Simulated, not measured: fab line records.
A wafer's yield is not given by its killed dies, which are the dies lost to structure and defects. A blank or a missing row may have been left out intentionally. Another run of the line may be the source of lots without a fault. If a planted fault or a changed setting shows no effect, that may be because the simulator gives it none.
Which of the tools did it? + flow nand_harc + 21 wafers from 7 lots sampled at 3 of the route's 1159 steps

## WHAT EACH GAUGE READ, for each wafer
NHARC_A_M0_THK_MEAS_24: measures by xrf.
| lot  | measured     | on            | thk_nm (nm)       |
|------|--------------|---------------|-------------------|
| L998 | day 17 20:13 | film_metro-01 | 112.2 114.2 114.9 |
| L100 | day 18 00:20 | film_metro-02 | 113.9 112.9 113.3 |
| L104 | day 19 06:45 | film_metro-01 | 111.6 113.3 115.1 |
| L111 | day 20 15:15 | film_metro-01 | 114.4 115.9 114.1 |
| L115 | day 21 16:22 | film_metro-01 | 112.9 113.3 111.7 |
| L121 | day 22 13:47 | film_metro-01 | 113.8 114.8 113.3 |
| L119 | day 23 12:26 | film_metro-02 | 114.0 111.0 114.2 |

## TOOL THAT RAN EACH LOT (tool first, then ch and the chambers of the sampled wafers, then the start)
| lot  | NHARC_A_CONTACT_ETCH_122             | NHARC_A_M0_PVD_20                       |
|------|--------------------------------------|-----------------------------------------|
| L998 | har_cap_etch-02 ch 0,1, day 16 13:17 | pvd_sputter-02, day 17 20:13 or earlier |
| L100 | har_cap_etch-02 ch 0,1, day 16 21:31 | pvd_sputter-02, day 18 00:20 or earlier |
| L104 | har_cap_etch-02 ch 0,1, day 17 20:39 | pvd_sputter-01, day 19 06:45 or earlier |
| L111 | har_cap_etch-01 ch 0,1, day 19 03:56 | pvd_sputter-02, day 20 15:15 or earlier |
| L115 | har_cap_etch-02 ch 1, day 20 07:50   | pvd_sputter-01, day 21 16:22 or earlier |
| L121 | har_cap_etch-02 ch 0,1, day 21 14:01 | pvd_sputter-03, day 22 13:47 or earlier |
| L119 | har_cap_etch-01 ch 0,1, day 21 22:46 | pvd_sputter-02, day 23 12:26 or earlier |
- NHARC_A_CONTACT_ETCH_122: etches the open film in C4F8/O2/Ar, time 95 s, target depth 930 nm.
- NHARC_A_M0_PVD_20: deposits TaN, target thk 5 nm, time 8.06 s.

## THE ANSWER, worked out from the rows above alone
Rule: what is usual is taken from the lots themselves. Put in order of their means at a reading, lots are off if they are a third of the lots or fewer, leave a main group of 4 or more, and stand apart from it by a gap of 3 or more times the standard deviation of the main group's means; of several such gaps the widest counts. Not used: any main group whose means are identical at the precision the tables above print for the reading. A lot without any number at a reading at which 4 lots or more have one is off too. Any other lot the step has rows for is counted as sound.
No lot is off at any reading shown: from this, nothing can be told.

## WHAT WAS PUT IN BY THE SIMULATOR
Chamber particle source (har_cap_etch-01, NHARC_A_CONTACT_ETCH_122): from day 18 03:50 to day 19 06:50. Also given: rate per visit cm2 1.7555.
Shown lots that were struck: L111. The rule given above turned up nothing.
